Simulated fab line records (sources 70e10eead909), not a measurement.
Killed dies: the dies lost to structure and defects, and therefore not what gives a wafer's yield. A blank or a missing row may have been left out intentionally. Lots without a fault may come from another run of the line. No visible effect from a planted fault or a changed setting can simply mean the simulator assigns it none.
Matching of chambers -- flow nand_harc -- 3 sister chambers for NHARC_A_SGD_CUT_DEP_00 on pecvd-03
The step deposits SiNx, target thk 50 nm. 24 wafers are shown with their chamber, then 12 later ones without.

WAFERS, EACH WITH ITS CHAMBER
wafer,chamber,heater_power_w (W)
L075.3,2,822
L075.4,2,826
L075.6,0,654
L077.2,0,751
L077.3,1,621
L077.4,1,613
L080.1,0,662
L080.2,1,614
L080.5,0,679
L082.3,0,702
L082.5,0,713
L082.6,2,773
L086.1,0,672
L086.2,2,693
L086.6,0,704
L088.2,0,763
L088.3,2,765
L088.6,1,627
L092.1,0,661
L092.3,2,767
L092.4,0,665
L093.1,1,597
L093.3,0,657
L093.4,0,675

SIGNATURES, as means of the wafers listed above
reading,chamber 0,chamber 1,chamber 2,scatter within a chamber
heater_power_w,689.08,614.40,774.33,36.1
Rule: a wafer's distance from a chamber is the root of the sum, over the readings, of the square of ((its reading less the chamber's mean) divided by the reading's scatter). If the next closest chamber is less than 2 further off than the closest, the wafer can't be placed; otherwise it belongs to the closest. The scatter: the root of (the sum of the squares of (reading less its chamber's mean) over the shown wafers, divided by (wafers less chambers)).

WAFERS MISSING THEIR CHAMBER
wafer,heater_power_w (W)
L095.1,643
L095.2,679
L095.3,620
L096.1,563
L096.2,761
L096.5,790
L096.3,663
L096.4,691
L096.6,567
L097.2,750
L097.3,678
L097.4,746

THE CHAMBER EACH PASSED THROUGH
wafer,from the rows above,in truth
L095.1,can't be placed: 1 or 0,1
L095.2,can't be placed: 0 or 1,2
L095.3,can't be placed: 1 or 0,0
L096.1,1,1
L096.2,can't be placed: 2 or 0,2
L096.5,2,2
L096.3,can't be placed: 0 or 1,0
L096.4,0,0
L096.6,1,1
L097.2,can't be placed: 2 or 0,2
L097.3,can't be placed: 0 or 1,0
L097.4,can't be placed: 2 or 0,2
Correctly placed: 4 of 12. Not placeable from these rows: 8 (in 7, the candidates include the true chamber). 0 placed wrongly.
